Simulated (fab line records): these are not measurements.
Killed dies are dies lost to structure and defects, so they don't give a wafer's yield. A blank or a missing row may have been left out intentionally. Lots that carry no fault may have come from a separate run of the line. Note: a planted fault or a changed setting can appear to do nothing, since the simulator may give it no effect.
A lot that was struck, set against a sound lot	flow n5-finfet	16 out of 1938 route steps
Sound: the wafers L781.1, L781.3, L781.6. Struck: wafer L794.2; the same lot's L794.5 was not struck, so it is left out; see the end for the cause.
Each step with rows lists, per side, the tool, then ch with its chambers, then its first start. Under that, the readings that differ: sound wafers	struck wafers	difference of the means	sigmas: that difference in standard deviations of wafers without a fault.
alike: readings whose means differ by less than 2 such deviations, and words and numbers that are the same on both sides. not compared: withheld readings, readings that some wafer has no value for, bounds like >300 that may hide the same value, and numbers for which the record gives no deviation and whose values overlap.
Wherever a step has rows on one side only, a row that says differs or no value, or a row with sigmas, the two part there. Non-overlapping numbers with no deviation appear without sigmas and do not part them. A reading that every wafer of one side lacks parts them only if that side has two wafers or more.

N5_FIN_CUT_CD_MEAS_08 targets a cd of 29.1 nm.
  sound on cd-sem-02 ch 0, day 3 03:16; struck on cd-sem-02 ch 0, day 6 08:52
  alike: cd-nm
N5_FIN_CUT_OVL_MEAS_09:
  sound on overlay-01 ch 0, day 3 03:17; struck on overlay-02 ch 0, day 6 08:54
  alike: FIN_CUT_OVL
N5_FIN_CUT_INSPECT_10: inspects for defects (brightfield).
  sound on defect-inspect-02, day 3 03:21; struck on defect-inspect-02, day 6 08:57
  alike: raw-defect-count
N5_FIN_CUT_DESCUM_13: chemistry O2, time 7 s.
  sound on rie-diel-01 ch 0,1,3, day 3 03:23; struck on rie-diel-01 ch 0, day 6 08:59
reading	sound	struck	difference	sigmas
chamber-pressure-mTorr (mTorr)	19.981 19.988 19.975	20.019	+0.038	+2
  alike: drypump-motor-current-A, oes-product-au, rf-vpp-V, showerhead-plenum-p-Torr, throttle-valve-pct
  not compared: rf-hours-counter-h
N5_FIN_CUT_ETCH_30: etches underlayer in N2/H2, target depth 13 nm, time 10.4 s.
  sound on rie-diel-01 ch 0,1,3, day 3 03:25; struck on rie-diel-01 ch 0, day 6 09:01
  alike: chamber-pressure-mTorr, drypump-motor-current-A, etch-rf-on-time-s, oes-product-au, rf-vpp-V, showerhead-plenum-p-Torr, throttle-valve-pct
  not compared: rf-hours-counter-h
then, 1 step without rows for these wafers: N5_FIN_CUT_ETCH_20 (etches SiARC in CF4, target depth 26 nm, time 43.3 s).
N5_FIN_CUT_ETCH_21: etches SOC in N2/H2, target depth 219 nm, overetch 43.8 nm, time 523.5 s.
  sound on rie-diel-01 ch 0,1,3, day 3 03:29; struck on rie-diel-01 ch 0, day 6 09:05
  alike: chamber-pressure-mTorr, drypump-motor-current-A, oes-product-au, rf-vpp-V, showerhead-plenum-p-Torr, throttle-valve-pct
  not compared: rf-hours-counter-h
then, 3 steps without rows for these wafers: N5_FIN_CUT_STRIP_23 (strips in N2/H2); N5_FIN_CUT_STRIP_31 (strips in N2/H2); N5_FIN_CUT_STRIP_24 (strips in CF4).
N5_FIN_CUT_CUT_ETCH_26: etches SiNx in CH3F/O2, target depth 39 nm, time 55.7 s.
  sound on rie-diel-01 ch 0,1,3, day 3 03:49; struck on rie-diel-01 ch 0, day 6 09:25
  alike: chamber-pressure-mTorr, drypump-motor-current-A, oes-product-au, rf-vpp-V, showerhead-plenum-p-Torr, throttle-valve-pct
  not compared: rf-hours-counter-h
then, 1 step without rows for these wafers: N5_FIN_CUT_CUT_ETCH_27 (etches SiO2 in CHF3/O2, target depth 4 nm, overetch 2 nm, time 4.9 s).
N5_FIN_CUT_PRECLEAN_35: cleans in vHF, time 13.3 s.
  sound on vapor-etch-01 ch 0,1, day 3 03:56; struck on vapor-etch-01 ch 1, day 6 09:32
reading	sound	struck	difference	sigmas
time-s (s)	13.3 13.3 13.3	12.545	-0.755	
  alike: drypump-motor-current-A
N5_FIN_CUT_CUT_ETCH_15: etches Si in HBr/Cl2/O2, target depth 100 nm, bt time 10 s, time 42.4 s.
  sound on rie-si-05 ch 0,1, day 3 04:01; struck on rie-si-06 ch 0, day 6 09:37
  alike: chamber-pressure-mTorr, drypump-motor-current-A, oes-product-au, throttle-valve-pct
  not compared: rf-hours-counter-h
-- a jump in the record: the struck wafers' starts before and after are 6 days apart (it breaks off in module FIN_CUT and resumes in module BEOL_M4, where the first step shown is number 1111 of the route) --
N5_BEOL_M4_RC_MEAS_101:
  sound on prober-02 ch 0, day 9 03:23; struck on prober-02 ch 0, day 12 07:05
reading	sound	struck	difference	sigmas
SS_N (mV/dec)	71.5 72.1 72.5	70.8	-1.2	-2
  alike: DIBL_N, DIBL_P, IOFF_N, IOFF_P, ION_N, ION_P, SS_P, VT_N, VT_P
-- a jump in the record: the struck wafers' starts before and after are 4 days apart (it breaks off in module BEOL_M4 and resumes in module PASSIVATION, where the first step shown is number 1936 of the route) --
N5_PASSIVATION_PROBE_49:
  sound on prober-01, day 13 05:09; struck on prober-01, day 16 14:29
  alike: defect-limited-yield, killed_at_M0_to_M3, killed_at_M4_up, killed-at-contacts, killed-at-front-end, killed-at-other, killed-dies, killed-open, killed-short, sort_bin_5_function, sort_bin_6_memory, sort_bin_8_speed, sort-n-pass, sort-yield-pct

== WHERE THEY PART ==
Last at N5_BEOL_M4_RC_MEAS_101 as far as this record goes, first at N5_FIN_CUT_DESCUM_13. Later steps at which nothing parts them and some readings are alike: N5_PASSIVATION_PROBE_49.

WHY: whatever the simulator had introduced
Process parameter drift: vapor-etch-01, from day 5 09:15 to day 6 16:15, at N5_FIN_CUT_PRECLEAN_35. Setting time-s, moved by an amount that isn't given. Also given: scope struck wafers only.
